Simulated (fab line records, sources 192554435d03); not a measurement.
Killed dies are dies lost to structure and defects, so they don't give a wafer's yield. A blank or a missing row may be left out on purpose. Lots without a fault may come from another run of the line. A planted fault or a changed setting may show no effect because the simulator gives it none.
Which tool did it? | flow n5_finfet | 12 lots, 32 wafers sampled, at 4 steps of a route of 1938

WHAT THE GAUGES READ, wafer by wafer
N5_BEOL_M14_OCD_MEAS_35. Usual: trench_depth_nm 560 nm, standard deviation 15.
lot  | measured     | on     | trench_depth_nm (nm) | flag
L288 | day 11 12:37 | ocd-02 | 552 555              |
L289 | day 12 05:37 | ocd-01 | 567 556 571          |
L291 | day 12 13:41 | ocd-01 | 549 544 550          |
L292 | day 13 04:23 | ocd-01 | 554 559              |
L295 | day 13 09:04 | ocd-02 | 550 553 550          |
L297 | day 13 20:49 | ocd-01 | 556 549              |
L303 | day 15 05:53 | ocd-01 | 543 562 586          |
L305 | day 16 02:24 | ocd-01 | 556 547 555          |
L307 | day 16 16:53 | ocd-02 | 541 557 578          |
L306 | day 16 17:28 | ocd-01 | 570 560 539          |
L308 | day 16 20:12 | ocd-02 | 541 556 572          |
L309 | day 17 15:52 | ocd-02 | 557 553              |

N5_BEOL_M14_THK_MEAS_50: measures by xrf. Usual: M14_THK 572 nm, standard deviation 16.
lot  | measured     | on            | M14_THK (nm) | flag
L288 | day 11 18:11 | film_metro-01 | 571 573      |
L289 | day 12 12:13 | film_metro-01 | 585 576 587  |
L291 | day 12 16:48 | film_metro-02 | 556 548 558  |
L292 | day 13 06:41 | film_metro-01 | 573 579      |
L295 | day 13 15:23 | film_metro-02 | 560 564 559  |
L297 | day 14 00:12 | film_metro-01 | 570 565      |
L303 | day 15 07:52 | film_metro-02 | 560 576 604  |
L305 | day 16 04:08 | film_metro-01 | 567 558 561  |
L307 | day 16 18:44 | film_metro-02 | 541 561 581  |
L306 | day 16 19:02 | film_metro-01 | 585 571 552  |
L308 | day 16 22:54 | film_metro-01 | 551 560 583  |
L309 | day 17 17:45 | film_metro-02 | 569 565      |

WHICH TOOL RAN EACH LOT (tool, then ch and the chambers of the sampled wafers, then the start)
lot  | N5_BEOL_M14_ETCH_68                | N5_BEOL_M14_ETCH_38
L288 | rie_diel-05 ch 0,3, day 11 12:11   | rie_diel-05 ch 1,2, day 11 16:33
L289 | rie_diel-02 ch 2,3, day 12 05:11   | rie_diel-01 ch 0,1,2, day 12 09:56
L291 | rie_diel-05 ch 0,2,3, day 12 13:15 | rie_diel-05 ch 0,1,2, day 12 14:59
L292 | rie_diel-01 ch 0,3, day 13 03:57   | rie_diel-01 ch 0,1, day 13 05:20
L295 | rie_diel-05 ch 1,3, day 13 08:38   | rie_diel-05 ch 1,2,3, day 13 13:22
L297 | rie_diel-05 ch 2,3, day 13 20:23   | rie_diel-05 ch 1,3, day 13 22:46
L303 | rie_diel-01 ch 0,1,2, day 15 05:28 | rie_diel-01 ch 0,1,2, day 15 06:04
L305 | rie_diel-01 ch 2,3, day 16 01:58   | rie_diel-02 ch 0,1,2, day 16 02:31
L307 | rie_diel-02 ch 0,1,2, day 16 16:28 | rie_diel-05 ch 1,2, day 16 17:02
L306 | rie_diel-02 ch 0,2,3, day 16 17:02 | rie_diel-02 ch 0,1,2, day 16 17:33
L308 | rie_diel-02 ch 0,2,3, day 16 19:46 | rie_diel-01 ch 0,1,3, day 16 21:07
L309 | rie_diel-02 ch 2, day 17 15:26     | rie_diel-05 ch 1,2, day 17 16:03
- N5_BEOL_M14_ETCH_68: etches SOC in N2/H2, time 450 s.
- N5_BEOL_M14_ETCH_38: etches SiCN in CF4/N2, target depth 106.5 nm, time 120.6 s.

WHAT THE TOOLS THEMSELVES READ (means of the sampled wafers that have a number; where no wafer has one, the mark that the record gives instead)
N5_BEOL_M14_ETCH_68. Usual: drypump_motor_current_A 5.8 A, standard deviation 0.45; oes_product_au 0.79 a.u., standard deviation 0.071; rf_fwd_power_W 2998 W, standard deviation 9.5; rf_vpp_V 524.0 V, standard deviation 2.1; showerhead_plenum_p_Torr 2.55 Torr, standard deviation 0.071; throttle_valve_pct 17.87 %, standard deviation 0.21.
lot  | tool        | drypump_motor_current_A (A) | oes_product_au (a.u.) | rf_fwd_power_W (W) | rf_vpp_V (V) | showerhead_plenum_p_Torr (Torr) | throttle_valve_pct (%) | flag
L288 | rie_diel-05 | 6.1                         | 0.78                  | 2994               | 524.9        | 2.55                            | 17.98                  |
L289 | rie_diel-02 | 5.7                         | 0.74                  | 3003               | 525.1        | 2.59                            | 18.03                  |
L291 | rie_diel-05 | 5.8                         | 0.79                  | 2999               | 524.2        | 2.55                            | 17.88                  |
L292 | rie_diel-01 | 5.6                         | 0.77                  | 3002               | 524.2        | 2.55                            | 17.79                  |
L295 | rie_diel-05 | 5.9                         | 0.73                  | 2996               | 523.6        | 2.52                            | 17.82                  |
L297 | rie_diel-05 | 5.8                         | 0.78                  | 3008               | 524.0        | 2.55                            | 17.79                  |
L303 | rie_diel-01 | 5.2                         | 0.77                  | 2995               | 523.3        | 2.51                            | 17.88                  |
L305 | rie_diel-01 | 5.8                         | 0.77                  | 2994               | 522.2        | 2.51                            | 17.92                  |
L307 | rie_diel-02 | 6.2                         | 0.81                  | 3007               | 524.8        | 2.57                            | 17.77                  |
L306 | rie_diel-02 | 5.9                         | 0.75                  | 2998               | 525.0        | 2.58                            | 17.96                  |
L308 | rie_diel-02 | 5.9                         | 0.75                  | 2999               | 525.3        | 2.58                            | 17.97                  |
L309 | rie_diel-02 | 6.3                         | 0.77                  | 3006               | 527.9        | 2.69                            | 17.87                  |

N5_BEOL_M14_ETCH_38. Usual: drypump_motor_current_A 5.7 A, standard deviation 0.44; mfc_ar_sccm 100.0 sccm, standard deviation 0.3; oes_product_au 0.78 a.u., standard deviation 0.071; rf_fwd_power_W 428.7 W, standard deviation 1.4; rf_vpp_V 382.2 V, standard deviation 1.4; showerhead_plenum_p_Torr 2.21 Torr, standard deviation 0.049; throttle_valve_pct 15.55 %, standard deviation 0.17.
lot  | tool        | drypump_motor_current_A (A) | mfc_ar_sccm (sccm) | oes_product_au (a.u.) | rf_fwd_power_W (W) | rf_vpp_V (V) | showerhead_plenum_p_Torr (Torr) | throttle_valve_pct (%) | flag
L288 | rie_diel-05 | 5.5                         | 99.5               | 0.77                  | 428.4              | 382.1        | 2.21                            | 15.52                  |
L289 | rie_diel-01 | 5.2                         | 99.8               | 0.80                  | 428.6              | 381.4        | 2.19                            | 15.56                  |
L291 | rie_diel-05 | 5.6                         | 100.2              | 0.76                  | 427.7              | 382.7        | 2.21                            | 15.58                  |
L292 | rie_diel-01 | 5.2                         | 100.0              | 0.83                  | 429.6              | 382.8        | 2.23                            | 15.43                  |
L295 | rie_diel-05 | 5.8                         | 100.1              | 0.60                  | 428.1              | 381.8        | 2.21                            | 15.56                  |
L297 | rie_diel-05 | 6.0                         | 100.1              | 0.62                  | 428.3              | 382.6        | 2.20                            | 15.64                  |
L303 | rie_diel-01 | 5.2                         | 99.6               | 0.78                  | 429.6              | 381.5        | 2.18                            | 15.61                  |
L305 | rie_diel-02 | 6.2                         | 100.0              | 0.82                  | 429.6              | 383.6        | 2.24                            | 15.46                  |
L307 | rie_diel-05 | 5.6                         | 100.0              | 0.73                  | 428.6              | 382.3        | 2.19                            | 15.63                  |
L306 | rie_diel-02 | 6.2                         | 100.0              | 0.80                  | 428.4              | 382.9        | 2.23                            | 15.48                  |
L308 | rie_diel-01 | 5.5                         | 100.0              | 0.79                  | 429.6              | 382.9        | 2.22                            | 15.45                  |
L309 | rie_diel-05 | 5.5                         | 100.1              | 0.73                  | 428.4              | 382.4        | 2.20                            | 15.60                  |

THE ANSWER, worked out from the rows above alone
Rule: a lot is off if the mean of its wafers that have a number lies more than 3 standard deviations from the usual mean. A lot without any number at a reading at which 4 lots or more have one is off too. The other lots that the step has rows for count as sound. The gauges are gone through in route order, then the tools' own readings, and for those a lot's mean is taken as printed above. The first step at which some lot is off is used, and at that step the reading that is off furthest; a lot without a number counts as furthest.
No lot is off at any reading shown: from this, nothing can be told.

WHAT THE SIMULATOR HAD PUT IN
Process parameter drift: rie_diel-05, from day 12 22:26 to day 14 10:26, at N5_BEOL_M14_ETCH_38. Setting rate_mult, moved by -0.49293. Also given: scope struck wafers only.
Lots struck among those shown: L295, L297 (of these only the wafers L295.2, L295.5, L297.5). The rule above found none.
